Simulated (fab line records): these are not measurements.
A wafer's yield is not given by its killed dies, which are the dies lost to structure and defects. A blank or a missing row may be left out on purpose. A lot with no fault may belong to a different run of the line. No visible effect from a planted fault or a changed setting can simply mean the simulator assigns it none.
Split-lot study | flow n5Finfet | on a route of 1938 steps: 7 lots, 21 wafers read

## ABOUT THE SPLIT
At N5_BEOL_M0_ETCH_109 (etches SiCN in CH3F/O2, target depth 8 nm, overetch 2.4 nm, time 27.4 s), the setting biasW was moved away from the recipe's 75 W on 5 of the 21 wafers read, by -17.3% to +17.5%. This setting was run at the recipe's value on the other wafers.

Reading taken at the split's own step.

## THE READING
rfVppV, in V, at N5_BEOL_M0_ETCH_109 (etches SiCN in CH3F/O2, target depth 8 nm, overetch 2.4 nm, time 27.4 s). On this fab line, fault-free wafers typically give 297.7 V with a standard deviation of 1.7 V.

wafer  | tool, chamber at the split | biasW as run, W | against the recipe | rfVppV, V | against lot-mates on the recipe
L079.3 | rieDiel-05, 2              | 75              | recipe             | 300.1     | -
L079.4 | rieDiel-05, 0              | 62.06           | -17.3%             | 263.6     | -36.2
L079.5 | rieDiel-05, 2              | 75              | recipe             | 299.5     | -
L087.2 | rieDiel-01, 0              | 75              | recipe             | 296.1     | -
L087.4 | rieDiel-01, 3              | 75              | recipe             | 296.0     | -
L087.5 | rieDiel-01, 0              | 88.11           | +17.5%             | 328.6     | +32.6
L089.2 | rieDiel-05, 2              | 75              | recipe             | 297.5     | -
L089.5 | rieDiel-05, 3              | 75              | recipe             | 295.6     | -
L089.6 | rieDiel-05, 2              | 75              | recipe             | 298.0     | -
L091.1 | rieDiel-05, 1              | 75              | recipe             | 297.4     | -
L091.4 | rieDiel-05, 1              | 75              | recipe             | 296.7     | -
L091.6 | rieDiel-05, 3              | 62.91           | -16.1%             | 264.5     | -32.5
L093.2 | rieDiel-02, 1              | 75              | recipe             | 299.8     | -
L093.5 | rieDiel-02, 3              | 69.93           | -6.8%              | 284.1     | -15.7
L093.6 | rieDiel-02, 0              | 69.93           | -6.8%              | 285.8     | -14.0
L094.3 | rieDiel-02, 2              | 75              | recipe             | 298.0     | -
L094.4 | rieDiel-02, 3              | 75              | recipe             | 299.8     | -
L094.5 | rieDiel-02, 0              | 75              | recipe             | 298.2     | -
L097.1 | rieDiel-02, 1              | 75              | recipe             | 299.4     | -
L097.3 | rieDiel-02, 0              | 75              | recipe             | 299.7     | -
L097.5 | rieDiel-02, 3              | 75              | recipe             | 299.7     | -

THE FIT
A straight line over all 21 wafers: rfVppV changes by +1.93 V for each +1% of biasW; r = +0.99; the points scatter about the line by 1.7 V.
The same after taking each lot's own level away (the mean of its wafers on the recipe; 21 wafers): +2 V for each +1%; r = +1.00; scatter 0.95 V.
According to that fit, moving biasW by its largest amount changes the reading by 35 V.
From 296.05 to 299.80 V: that is the span of the lots' own levels, equal to 2.2 times the standard deviation above.
Hence the lot-to-lot level has little effect on the slope; both slopes agree.
Check: with one of the wafers moved furthest among these (+17.5%) left out of the fit, the line predicts +36.2 V for it against its lot-mates. It came out at +32.6 V against them.
Tool readings at the split's step, against how far the setting was moved: rfVppV r = +0.99.

## FURTHER SPLITS ON THESE WAFERS
These wafers also went through other splits before the reading. Each is held against what the fit with the lots' levels taken away leaves over:
other split on the same wafers          | wafers away from the commonest value | r with rfVppV (lot level and that fit taken away)
N5_GATE_CUT_DESCUM_18 timeS             | 6                                    | +0.01
N5_MOL_CONTACT_COAG_VIA_ETCH_46 biasW   | 9                                    | +0.20
N5_BEOL_M0_SAQP_PECVD_04 timeS          | 8                                    | +0.06
N5_BEOL_M0_SAQP_COAT_34 spinRpm         | 7                                    | -0.04
N5_BEOL_M0_TRENCH_ETCH_107 targetDepthA | 6                                    | +0.27

## FILE'S OWN FIT
rfVppV changes by +2 V for each +1% of biasW, r = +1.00.
